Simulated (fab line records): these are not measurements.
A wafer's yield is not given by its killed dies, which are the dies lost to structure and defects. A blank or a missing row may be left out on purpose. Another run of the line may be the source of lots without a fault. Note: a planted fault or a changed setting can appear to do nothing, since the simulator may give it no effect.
A lot that was struck, set against a sound lot | flow nand harc | 15 out of 1302 route steps
Sound: the wafers L307.2, L307.5, L307.6. Wafers L325.2, L325.3, L325.6 were the ones struck. The cause is named last.
For every step that has rows: the tool of each side, followed by ch and its chambers, followed by its first start. Under that, the readings that differ: sound wafers | struck wafers | difference of the means | sigmas: that difference in standard deviations of wafers without a fault.
alike: a reading whose means differ by less than 2 such deviations, as well as words and numbers matching on both sides. not compared: withheld readings; readings where some wafer has no value; bounds like >300 that might hide an equal value; numbers whose values overlap and for which the record gives no deviation.
Wherever a step has rows on one side only, a row that says differs or no value, or a row with sigmas, the two part there. Numbers that have no deviation but don't overlap get no sigmas and don't part them. A reading that every wafer of one side lacks parts them only if that side has two wafers or more.

first, 4 steps without rows for these wafers: NHARC_P_BONDPAD_EBR_05; NHARC_P_BONDPAD_EXPOSE_06 (exposes mask P BPAD); NHARC_P_BONDPAD_PEB_07 (peb time 80 s); NHARC_P_BONDPAD_DEVELOP_08 (time 50 s).
NHARC_P_BONDPAD_CD_MEAS_09 targets a cd of 500 nm.
  sound on cd sem-02 ch 0, day 7 14:28; struck on cd sem-01 ch 0, day 14 17:35
  alike: cd nm
NHARC_P_BONDPAD_OVL_MEAS_38:
  sound on overlay-02, day 7 14:33; struck on overlay-01, day 14 17:40
  alike: overlay x nm, overlay y nm
then, 1 step without rows for these wafers: NHARC_P_BONDPAD_HARDBAKE_10 (time 65 s).
NHARC_P_BONDPAD_DESCUM_11: chemistry O2, time 3 s.
  sound on rie diel-01 ch 2,3, day 7 14:41; struck on rie diel-03 ch 1,2,3, day 14 17:48
  alike: drypump motor current A, oes product au, rf vpp V, showerhead plenum p Torr, throttle valve pct
  not compared: rf hours counter h
NHARC_P_BONDPAD_ETCH_37: etches the open film in N2/H2, target depth 60 nm, overetch 18 nm, time 65.91 s.
  sound on rie diel-01 ch 0,1,2, day 7 14:46; struck on rie diel-03 ch 1,3, day 14 17:53
  alike: drypump motor current A, h2 flow sccm, oes product au, rf fwd power W, rf vpp V, run length s, showerhead plenum p Torr, throttle valve pct
  not compared: rf hours counter h
NHARC_P_BONDPAD_ETCH_12: etches the open film in CHF3/O2, target depth 200 nm, time 100 s.
  sound: rie diel-01 ch 0,2,3; struck: rie diel-03 ch 0,1
  reading            | sound             | struck            | difference | sigmas
  rf fwd power W (W) | 497.9 498.7 499.6 | 496.7 494.8 493.8 | -3.6       | -2
  alike: drypump motor current A, oes product au, rf vpp V, run length s, showerhead plenum p Torr, throttle valve pct
  not compared: rf hours counter h
NHARC_P_BONDPAD_CD_MEAS_13:
  sound on cd sem-01, day 7 14:59; struck on cd sem-03, day 14 18:07
  alike: cd nm
NHARC_P_BONDPAD_STRIP_15: strips in O2.
  sound on rie diel-03 ch 0,3, day 7 15:04; struck on rie diel-05 ch 0,1,3, day 14 18:12
  reading                         | sound          | struck         | difference | sigmas
  showerhead plenum p Torr (Torr) | 3.76 3.76 3.72 | 3.56 3.33 3.48 | -0.29      | -2
  alike: drypump motor current A, oes product au, rf vpp V, throttle valve pct
  not compared: rf hours counter h
NHARC_P_BONDPAD_ETCH_24: etches the open film in CF4/N2, target depth 30 nm, time 72.99 s.
  sound on rie diel-03 ch 2,3, day 7 15:13; struck on rie diel-05 ch 1,2,3, day 14 18:20
  reading            | sound             | struck         | difference                    | sigmas
  rf fwd power W (W) | 296.0 297.0 296.9 | - - -          | no value on the struck wafers |
  run length s (s)   | 94.6 94.1 95.1    | 76.1 76.4 76.3 | -18.3                         | -52
  alike: drypump motor current A, oes product au, rf vpp V, showerhead plenum p Torr, throttle valve pct
  not compared: rf hours counter h
then, 1 step without rows for these wafers: NHARC_P_BONDPAD_STRIP_16 (strips in post etch residue remover, time 600 s).
-- jump in the record: it breaks off in module P_BONDPAD and resumes in module END (first step shown: number 1302 of the route), and 18 days separate the struck wafers' starts before and after --
NHARC_END_SORT_01:
  sound on prober-02 ch 0, day 24 20:25; struck on prober-02 ch 0, day 33 00:37
  alike: defect limited yield, killed at array, killed at other, killed at periphery, killed dies, killed open, killed short

## WHERE THEY PART
At NHARC_P_BONDPAD_ETCH_12 first; at NHARC_P_BONDPAD_ETCH_24 last (within this record only). Later steps at which nothing parts them and some readings are alike: NHARC_END_SORT_01.

WHY: what the simulator had put in
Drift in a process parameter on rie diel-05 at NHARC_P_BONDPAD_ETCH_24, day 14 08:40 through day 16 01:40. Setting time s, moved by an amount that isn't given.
